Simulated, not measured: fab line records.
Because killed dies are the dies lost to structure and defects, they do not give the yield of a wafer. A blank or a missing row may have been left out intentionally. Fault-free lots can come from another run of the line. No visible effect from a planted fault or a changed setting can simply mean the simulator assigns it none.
Comparing a struck lot with a sound one :: flow n5-finfet :: 37 out of 1938 route steps
Sound: wafers L742.1, L742.5, L742.6. Wafers L733.2, L733.3, L733.5 were the ones struck. Last of all comes the cause.
At each step with rows: each side's tool, then ch and its chambers, then its first start. Under that, the readings that differ: sound wafers :: struck wafers :: difference of the means :: sigmas: that difference in standard deviations of wafers without a fault.
alike: readings whose means differ by less than 2 such deviations, and words and numbers that are the same on both sides. not compared: withheld readings, readings that some wafer has no value for, bounds like >300 that may hide the same value, and numbers for which the record gives no deviation and whose values overlap.
Wherever a step has rows on one side only, a row that says differs or no value, or a row with sigmas, the two part there. Numbers that don't overlap but have no deviation are shown without sigmas and don't part them. A reading missing from all wafers of one side parts the sides only when that side holds two or more wafers.

first, 9 steps without rows for these wafers: N5_SDB_PRECLEAN_38 (cleans in dHF, time 10 s); N5_SDB_PRECLEAN_39 (cleans in O3/DIW, time 45 s); N5_SDB_SRD_28 (time 30 s); N5_SDB_ALD_29 (deposits SiNx, target thk 30 nm, pulse time 1 s, ald cycles 600); N5_SDB_CMP_30 (polishes, stops on poly-Si, t overpolish 1.54 s, target thk 30 nm); N5_DUMMY_REMOVAL_HM_STRIP_01 (strips SiNx in CH3F/O2, stops on poly-Si, target depth 4 nm, time 6.8 s); N5_DUMMY_REMOVAL_STRIP_10 (strips in N2/H2, time 40 s); N5_DUMMY_REMOVAL_PRECLEAN_07 (cleans in dHF, time 30 s); N5_DUMMY_REMOVAL_DUMMY_REMOVE_02 (chemistry TMAH, target poly-Si, stops on SiO2, target depth 142 nm, time 57 s, rinse time 30 s).
N5_DUMMY_REMOVAL_PRECLEAN_08: cleans in NF3:NH3, afs cycles 2, time 20 s, sublimation time 60 s.
  sound on remote-plasma-02 ch 0, day 8 15:55; struck on remote-plasma-01 ch 0, day 6 13:59
  no value came back on the struck wafers for afs-cycles, pressure-torr (Torr), temp-c (C); on the sound wafers afs-cycles reads 2 2 2
reading: model.SiO2_of_DUMMY_GATE_ALD_02.thk-nm (nm)
sound: 0 0 0
struck: 2 2 2
difference: +2
sigmas: 
then, 26 steps without rows for these wafers: N5_DUMMY_REMOVAL_PRECLEAN_04 (cleans in DHF, time 37 s); N5_DUMMY_REMOVAL_SRD_05 (time 30 s); N5_HKMG_FIN_IL_REGROW_00 (material SiO2, chemistry O3, target thk 0.75 nm, time 30 s); N5_HKMG_FIN_HK_ALD_01 (deposits HfO2, target thk 1.6 nm, pulse time 3 s, purge time 3 s); N5_HKMG_FIN_HK_ANNEAL_02 (time 30 s); N5_HKMG_FIN_ALD_74 (deposits La2O3, target thk 0.5 nm, pulse time 6 s, co reactant pulse time 1 s); N5_HKMG_FIN_ALD_75 (deposits Al2O3, target thk 1 nm, co reactant pulse time 1 s); N5_HKMG_FIN_COAT_41 (time 60 s, resist thk 300 nm); N5_HKMG_FIN_COAT_42 (time 60 s, resist thk 35 nm); N5_HKMG_FIN_COAT_43 (resist thk 90 nm); N5_HKMG_FIN_EBR_45; N5_HKMG_FIN_SOFTBAKE_44 (time 60 s); N5_HKMG_FIN_EXPOSE_46 (exposes mask NDIPOLE); N5_HKMG_FIN_PEB_47 (peb time 60 s); N5_HKMG_FIN_DEVELOP_48 (develop time 30 s); N5_HKMG_FIN_DESCUM_53 (chemistry O2, time 7.9 s); N5_HKMG_FIN_ETCH_54 (etches SiARC in CF4, target depth 45.5 nm, time 75.8 s); N5_HKMG_FIN_ETCH_55 (etches SOC in N2/H2, target depth 240 nm, time 300 s); N5_HKMG_FIN_STRIP_56 (strips in N2/H2); N5_HKMG_FIN_STRIP_57 (strips in CF4); N5_HKMG_FIN_ETCH_58 (etches SOC in N2/H2, target depth 215.8 nm, time 741 s); N5_HKMG_FIN_STRIP_93 (strips SOC in N2/H2, time 20 s); N5_HKMG_FIN_WET_ETCH_76 (etches Al2O3 in dNH4OH, stops on La2O3, target depth 2.25 nm, rinse time 30 s); N5_HKMG_FIN_STRIP_60 (strips in N2/H2, time 360 s); N5_HKMG_FIN_WET_ETCH_77 (etches La2O3 in dHCl, stops on HfO2, target depth 2 nm); N5_HKMG_FIN_WET_ETCH_78 (etches Al2O3 in dNH4OH, stops on La2O3, target depth 4.5 nm, rinse time 30 s).
-- here the record skips 8 days between the struck wafers' starts before and after, leaving off in module HKMG_FIN and picking up in module PASSIVATION (first step shown: number 1936 of the route) --
N5_PASSIVATION_PROBE_49:
  struck on prober-01, day 14 19:51; sound on prober-01, day 16 10:15
reading: sort_bin_8_speed (%)
sound: 0 0 0
struck: 91.7 91.3 90.2
difference: +91.1
sigmas: +99 or more

reading: sort-n-pass
sound: 1070 1069 1089
struck: 0 0 0
difference: -1076
sigmas: -60

reading: sort-yield-pct (%)
sound: 90.7 90.6 92.3
struck: 0 0 0
difference: -91
sigmas: -61
  alike: defect-limited-yield, killed_at_M0_to_M3, killed_at_M4_up, killed-at-contacts, killed-at-front-end, killed-at-other, killed-dies, killed-open, killed-short, sort_bin_5_function, sort_bin_6_memory

## WHERE THEY PART
At N5_DUMMY_REMOVAL_PRECLEAN_08 first; at N5_PASSIVATION_PROBE_49 last (within this record only).

WHY: the cause the simulator had injected
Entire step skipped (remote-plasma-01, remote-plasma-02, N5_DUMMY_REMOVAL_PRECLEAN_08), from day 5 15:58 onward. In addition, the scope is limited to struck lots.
